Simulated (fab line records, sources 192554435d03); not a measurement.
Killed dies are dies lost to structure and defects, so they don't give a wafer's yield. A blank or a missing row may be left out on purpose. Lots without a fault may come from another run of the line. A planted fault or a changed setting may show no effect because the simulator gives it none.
Chamber matching | flow n5_finfet | N5_BEOL_M1_ILD_DEP_00 on pecvd-03: 3 sister chambers
The step deposits SiOC from DEMS/O2, target thk 79 nm, time 15.3 s. 3 wafers are shown with their chamber, then 12 later ones without.

WAFERS WITH THEIR CHAMBER
wafer  | chamber | throttle_valve_pct (%)
L086.2 | 0       | 11.8
L086.4 | 1       | 11.7
L086.6 | 2       | 11.3

WAFERS WITHOUT THEIR CHAMBER
wafer  | throttle_valve_pct (%)
L093.1 | 11.4
L093.3 | 11.9
L093.4 | 12.0
L094.1 | 11.8
L094.3 | 11.5
L094.5 | 11.9
L095.2 | 11.6
L095.5 | 11.6
L095.6 | 11.1
L096.1 | 11.1
L096.4 | 11.6
L096.6 | 11.4

WHICH CHAMBER EACH WENT THROUGH
wafer  | from the rows above          | in truth
L093.1 | can't be placed: 2 or 1      | 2
L093.3 | can't be placed: 0 or 1      | 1
L093.4 | can't be placed: 0 or 1      | 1
L094.1 | can't be placed: 0 or 1      | 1
L094.3 | can't be placed: 1 or 2 or 0 | 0
L094.5 | can't be placed: 0 or 1      | 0
L095.2 | can't be placed: 1 or 0 or 2 | 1
L095.5 | can't be placed: 1 or 0 or 2 | 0
L095.6 | 2                            | 2
L096.1 | 2                            | 2
L096.4 | can't be placed: 1 or 0 or 2 | 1
L096.6 | can't be placed: 2 or 1      | 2
Placed correctly: 2 of 12. Can't be placed from these rows: 10 (the true chamber is among the candidates in 10). Placed wrongly: 0.
How it was worked out, from the rows above alone: a wafer's distance from a chamber is the root of the sum, over the readings, of the square of ((its reading less the chamber's mean) divided by the reading's scatter). The wafer belongs to the nearest chamber; if the next one is less than 2 further off, it can't be placed. A chamber's mean is the mean of its shown wafers. The scatter: with one shown wafer a chamber, the root of the mean of the squares of how far each hidden wafer lies from its nearest shown one.
